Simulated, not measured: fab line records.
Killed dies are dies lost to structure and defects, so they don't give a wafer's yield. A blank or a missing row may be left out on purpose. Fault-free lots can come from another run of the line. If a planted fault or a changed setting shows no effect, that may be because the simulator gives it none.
2 desks, one fault :: flow n5-finfet :: each desk holds nothing but its own numbers, with what lay behind them at the end

## THE METROLOGY DESK
What the gauges read, lot by lot, whatever tool the lot ran on: means of the sampled wafers that have a number. The brackets show how far a lot's mean lies from the usual mean; more than 4 standard deviations puts the lot out of limits, marked OUT. Shown here are 7 of its 10 readings, the ones lying furthest out on some lot.
Columns: A = DIBL_N at N5_BEOL_M4_RC_MEAS_101, usual 36.4 mV/V; B = DIBL_P at N5_BEOL_M4_RC_MEAS_101, usual 36.4 mV/V; C = IOFF_N at N5_BEOL_M4_RC_MEAS_101, usual 0.16 nA/um; D = IOFF_P at N5_BEOL_M4_RC_MEAS_101, usual 0.21 nA/um; E = ION_N at N5_BEOL_M4_RC_MEAS_101, usual 680 uA/um; F = ION_P at N5_BEOL_M4_RC_MEAS_101, usual 465 uA/um; G = VT_N at N5_BEOL_M4_RC_MEAS_101, usual 249 mV
lot: L224
first seen here: day 8 08:55
A: 35.2
B: 35.4
C: 0.15
D: 0.20
E: 675
F: 463
G: 250

lot: L225
first seen here: day 8 13:37
A: 36.4
B: 37.9
C: 0.18
D: 0.25
E: 688
F: 472
G: 248

lot: L231
first seen here: day 9 23:12
A: 35.6
B: 35.7
C: 0.15
D: 0.19
E: 686
F: 466
G: 250

lot: L230
first seen here: day 10 00:14
A: 35.3
B: 36.3
C: 0.17
D: 0.21
E: 678
F: 466
G: 248

lot: L233
first seen here: day 10 04:45
A: 36.4
B: 34.8
C: 0.15
D: 0.21
E: 678
F: 467
G: 247

lot: L234
first seen here: day 10 17:04
A: 37.6
B: 38.8
C: 0.18
D: 0.22
E: 673
F: 459
G: 249

lot: L235
first seen here: day 11 07:11
A: 35.8
B: 34.6
C: 0.15
D: 0.19
E: 679
F: 461
G: 248

lot: L236
first seen here: day 11 12:10
A: 36.9
B: 36.1
C: 0.17
D: 0.25
E: 689
F: 473
G: 246

lot: L244
first seen here: day 13 05:33
A: 39.6
B: 40.2
C: 0.25
D: 0.28
E: 710
F: 476
G: 241

lot: L242
first seen here: day 13 09:04
A: 38.8
B: 36.7
C: 0.21
D: 0.24
E: 688
F: 468
G: 247
This desk's finding: nothing out of limits on any of the 10 lots.

## TOOL OWNER'S DESK, rie-diel-04
The tool's own readings at N5_BEOL_M10_VIA_ETCH_34 (etches SiCOH lowk in C4F6/O2, target depth 184.5 nm, time 69.2 s): means of the sampled wafers that have a number, for each lot that ran on this tool. The brackets show how far a lot's mean lies from the usual mean; more than 4 standard deviations puts the lot out of limits, marked OUT.
Columns: A = drypump-motor-current-A at N5_BEOL_M10_VIA_ETCH_34, usual 5.8 A; B = oes-product-au at N5_BEOL_M10_VIA_ETCH_34, usual 0.77 a.u.; C = rf-vpp-V at N5_BEOL_M10_VIA_ETCH_34, usual 662 V; D = showerhead-plenum-p-Torr at N5_BEOL_M10_VIA_ETCH_34, usual 2.83 Torr; E = throttle-valve-pct at N5_BEOL_M10_VIA_ETCH_34, usual 21.00 %
lot: L225
first seen here: day 10 19:04
A: 6.0
B: 0.71
C: 671
D: 2.74
E: 21.24

lot: L230
first seen here: day 12 10:39
A: 6.1
B: 0.75
C: 663
D: 2.72
E: 21.02

lot: L236
first seen here: day 13 15:01
A: 5.8
B: 0.83
C: 663
D: 2.75
E: 20.90

lot: L244
first seen here: day 15 10:53
A: 5.7
B: 0.65
C: 658
D: 2.72
E: 20.89

lot: L242
first seen here: day 15 15:24
A: 6.2
B: 0.76
C: 648
D: 2.73
E: 20.59
This desk's finding: nothing out of limits on any of the 5 lots.

## ALL TOGETHER
At the metrology desk, nothing out of limits was observed.
The desk of the tool owner found nothing out of limits.

## WHAT THE SIMULATOR HAD PUT IN
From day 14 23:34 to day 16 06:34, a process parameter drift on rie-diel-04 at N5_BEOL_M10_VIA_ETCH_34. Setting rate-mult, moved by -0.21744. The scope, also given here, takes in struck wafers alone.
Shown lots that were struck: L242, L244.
